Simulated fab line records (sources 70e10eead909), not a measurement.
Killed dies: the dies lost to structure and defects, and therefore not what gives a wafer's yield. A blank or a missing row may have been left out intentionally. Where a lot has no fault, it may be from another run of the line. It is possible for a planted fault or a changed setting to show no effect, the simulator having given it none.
Problem report, 8D (eight disciplines) form, completed by code -- flow nand-harc -- the parts of the form that need people (team, actions taken, sign-off) are left out

== 1. THE PROBLEM ==
At NHARC_A_CHANNEL_HOLE_D2_INSPECT_40, raw-defect-count averages 1584 over 6 wafers from 2 lots, while fault-free wafers read 299, standard deviation 80. That puts it +16 standard deviations away from the usual mean.
Earliest sighting: wafer L669.1 on defect-inspect-02 at day 16 09:43. At this step, 33 wafers from 11 lots have a number in the record. By rule, "out" or "out of limits" means more than 4 standard deviations away from the usual mean. The other wafers with a number count as sound.

== 2. WHAT IT IS; WHAT IT IS NOT ==
question,is,is not
which readings at this step,raw-defect-count,-
which lots,"L669, L670","L664, L665, L677, L678, L680, L682, L683, L684, L686"
which wafers of those lots,all that have a number,-
read on which gauges,defect-inspect-02,defect-inspect-01
when,from day 16 09:43,"up to then (6 sound wafers); but 21 sound wafers of L677, L678, L680, L682, L683, L684, L686 came after"

== 3. SUSPECTS, AND WHAT RULES EACH OUT ==
Counting: a tool stays on the suspect list if, at a process step up to the reading, it processed all lots that are out and no sound lot following the first of them.
- the gauge at NHARC_A_CHANNEL_HOLE_D2_INSPECT_40: kept. All the wafers that are out were read on defect-inspect-02, and no step on other tools shows them out.
- har-etch-02 at NHARC_A_CHANNEL_HOLE_D2_ETCH_22 (etches the open film in C4F8/O2/Ar, time 666.7 s, target depth 1600 nm): ruled out as a lasting fault. Sound lots L678, L680, L682, L684, L686 ran on it after its first lot that is out, L669 (day 16 04:59).
- har-etch-02 at NHARC_A_CHANNEL_HOLE_D2_ETCH_23 (etches the open film in C4F8/O2/Ar, time 819 s, target depth 1600 nm): ruled out as a lasting fault. Sound lots L678, L680, L682, L684, L686 ran on it after its first lot that is out, L669 (day 16 05:34).
After counting, what remains is defect-inspect-02 at NHARC_A_CHANNEL_HOLE_D2_INSPECT_40.

== 4. THE CAUSE (what the simulator had put in) ==
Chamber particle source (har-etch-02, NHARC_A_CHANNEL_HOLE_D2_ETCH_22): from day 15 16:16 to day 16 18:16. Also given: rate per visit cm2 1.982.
Counting ruled it out, wrongly: the rule takes a fault to strike every lot that its tool runs from its start on, and this one did not.

== 5. THE CHAIN OF EFFECTS, in route order ==
Rows list readings where the struck wafers' mean (over those with a number) sits beyond 3 standard deviations from the usual. Scope: only readings with a usual standard deviation given in the record; hours: median across lots of the time from each lot's start at the first step in this table that gives one to its start at this step; sigmas: change in usual standard deviations.
hours,step,reading,usual,on struck wafers,change,sigmas
0,NHARC_A_CHANNEL_HOLE_D2_INSPECT_40,raw-defect-count,299,1584,+1284,+16
Later steps that measure or inspect, where all struck wafers having a row at the step show a number for every such reading and not one has moved that far: NHARC_END_SORT_01.

== 6. WHAT WOULD HAVE CAUGHT IT SOONER ==
In this record the first reading out of limits at a measuring or inspecting step was taken at day 16 09:43, 17 hours after the fault began at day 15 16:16.
Tool readings at NHARC_A_CHANNEL_HOLE_D2_ETCH_22 with a usual standard deviation given in the record: none out on any struck wafer, hence no alarm at a limit of 4 standard deviations on them.
